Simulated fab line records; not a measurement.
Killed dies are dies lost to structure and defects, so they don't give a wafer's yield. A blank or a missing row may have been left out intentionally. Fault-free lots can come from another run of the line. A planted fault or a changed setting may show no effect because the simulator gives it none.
A lot that was struck, set against a sound lot :: flow n5 finfet :: 15 steps out of a route of 1938
Sound: wafers L741.1, L741.4, L741.5. Struck: wafer L751.5 (left out: L751.6, a lot-mate that was not struck); the cause follows at the end.
At each step with rows: each side's tool, then ch and its chambers, then its first start. Under that, the readings that differ: sound wafers :: struck wafers :: difference of the means :: sigmas: that difference in standard deviations of wafers without a fault.
alike: words and numbers the same on both sides, and readings whose means are apart by under 2 such deviations; not compared: readings that were withheld, readings missing a value for some wafer, numbers with overlapping values and no deviation given by the record, and bounds like >300 which may hide the same value.
The two part at a step that has a row with sigmas, a row that says differs or no value, or rows on one side only. Numbers that don't overlap but have no deviation are shown without sigmas and don't part them. Lack of a reading on every wafer of one side parts them only where that side has two or more wafers.

first, 1 step without rows for these wafers: N5_BEOL_M3_DEVELOP_27 (develop time 30 s).
N5_BEOL_M3_CD_MEAS_28: target cd 25.7 nm, target cd y 23.3 nm.
  sound on cd sem-02 ch 0, day 7 04:21; struck on cd sem-03 ch 0, day 9 22:59
  alike: cd nm
N5_BEOL_M3_OVL_MEAS_29:
  sound on overlay-02 ch 0, day 7 04:23; struck on overlay-02 ch 0, day 9 23:02
reading: V2_OVL (nm)
sound: -0.8 -1.1 -0.6
struck: 0.4
difference: +1.2
sigmas: +2
N5_BEOL_M3_INSPECT_30: inspects for defects (brightfield).
  sound: defect inspect-02 at day 7 04:26; struck: defect inspect-01 at day 9 23:05
reading: raw defect count
sound: 472 669 451
struck: 301
difference: -230
sigmas: -2
N5_BEOL_M3_DESCUM_33: chemistry O2, time 7 s.
  sound on rie diel-06 ch 1,3, day 7 06:15; struck on rie diel-04 ch 3, day 9 23:07
  alike: drypump motor current A, oes product au, rf vpp V, showerhead plenum p Torr, throttle valve pct
  not compared: rf hours counter h
then, 1 step without rows for these wafers: N5_BEOL_M3_ETCH_77 (etches underlayer in N2/H2, target depth 6.5 nm, time 5.2 s).
N5_BEOL_M3_ETCH_69: etches SiARC in CF4, target depth 15.6 nm, time 26 s.
  sound on rie diel-06 ch 1,3, day 7 06:19; struck on rie diel-04 ch 3, day 9 23:11
  alike: drypump motor current A, etch rf on time s, oes product au, rf vpp V, showerhead plenum p Torr, throttle valve pct
  not compared: rf hours counter h
N5_BEOL_M3_ALD_98: deposits SiO2, target thk 2.5 nm, pulse time 1 s, co reactant pulse time 1 s.
  sound on ald sin-02 ch 0,1, day 7 06:46; struck on ald sin-04 ch 3, day 9 23:31
reading: precursor pulse height rel
sound: 1.021 1.000 1.020
struck: 0.957
difference: -0.057
sigmas: -3
  alike: heater power w
N5_BEOL_M3_ETCHBACK_99: etches SiO2 in CHF3, target depth 5 nm, time 10.4 s.
  sound on rie diel-04 ch 0,1,3, day 7 12:31; struck on rie diel-06 ch 2, day 9 23:36
reading: oes_f_703_au (a.u.)
sound: 0.76 0.73 0.69
struck: 0.93
difference: +0.20
sigmas: +2

reading: oes product au (a.u.)
sound: 0.76 0.71 0.71
struck: 0.90
difference: +0.17
sigmas: +2
  alike: drypump motor current A, rf vpp V, showerhead plenum p Torr, throttle valve pct
  not compared: rf hours counter h
N5_BEOL_M3_ETCH_70: etches SOC in N2/H2, target depth 80 nm, overetch 16 nm, time 120 s.
  sound on rie diel-04 ch 0,1,3, day 7 12:34; struck on rie diel-06 ch 2, day 9 23:40
reading: oes product au (a.u.)
sound: 0.59 0.55 0.54
struck: 0.69
difference: +0.13
sigmas: +2
  alike: drypump motor current A, rf vpp V, run length s, showerhead plenum p Torr, throttle valve pct
  not compared: rf hours counter h
then, 2 steps without rows for these wafers: N5_BEOL_M3_STRIP_71 (strips in N2/H2); N5_BEOL_M3_STRIP_78 (strips in N2/H2).
N5_BEOL_M3_VIA_ETCH_34: etches the open film in C4F6/O2, target depth 69.4 nm, time 65.9 s.
  sound on rie diel-04 ch 0,1,3, day 7 12:40; struck on rie diel-06 ch 2, day 9 23:44
reading: oes_f_703_au (a.u.)
sound: 0.76 0.74 0.69
struck: 0.92
difference: +0.19
sigmas: +2

reading: oes product au (a.u.)
sound: 0.77 0.71 0.70
struck: 0.91
difference: +0.18
sigmas: +2

reading: run length s (s)
sound: 89.4 89.7 89.0
struck: 95.0
difference: +5.6
sigmas: +10

reading: model.etch.depth nm (nm)
sound: 69.18 69.82 68.77
struck: 76.14
difference: +6.88
sigmas: 

reading: model.SOC_of_BEOL_M3_COAT_67.thk nm (nm)
sound: 52 52 52
struck: 51.4
difference: -0.6
sigmas: 
  alike: drypump motor current A, rf vpp V, showerhead plenum p Torr, throttle valve pct
  not compared: rf hours counter h
then, 1 step without rows for these wafers: N5_BEOL_M3_STRIP_83 (strips in C4F6/O2).
N5_BEOL_M4_RC_MEAS_101:
  sound on prober-01 ch 0, day 8 04:13; struck on prober-01 ch 0, day 10 22:55
  alike: DIBL_N, DIBL_P, IOFF_N, IOFF_P, ION_N, ION_P, SS_N, SS_P, VT_N, VT_P

WHERE THEY PART
Earliest at N5_BEOL_M3_OVL_MEAS_29; latest, in this record, at N5_BEOL_M3_VIA_ETCH_34. Later steps at which nothing parts them and some readings are alike: N5_BEOL_M4_RC_MEAS_101.

WHY: whatever the simulator had introduced
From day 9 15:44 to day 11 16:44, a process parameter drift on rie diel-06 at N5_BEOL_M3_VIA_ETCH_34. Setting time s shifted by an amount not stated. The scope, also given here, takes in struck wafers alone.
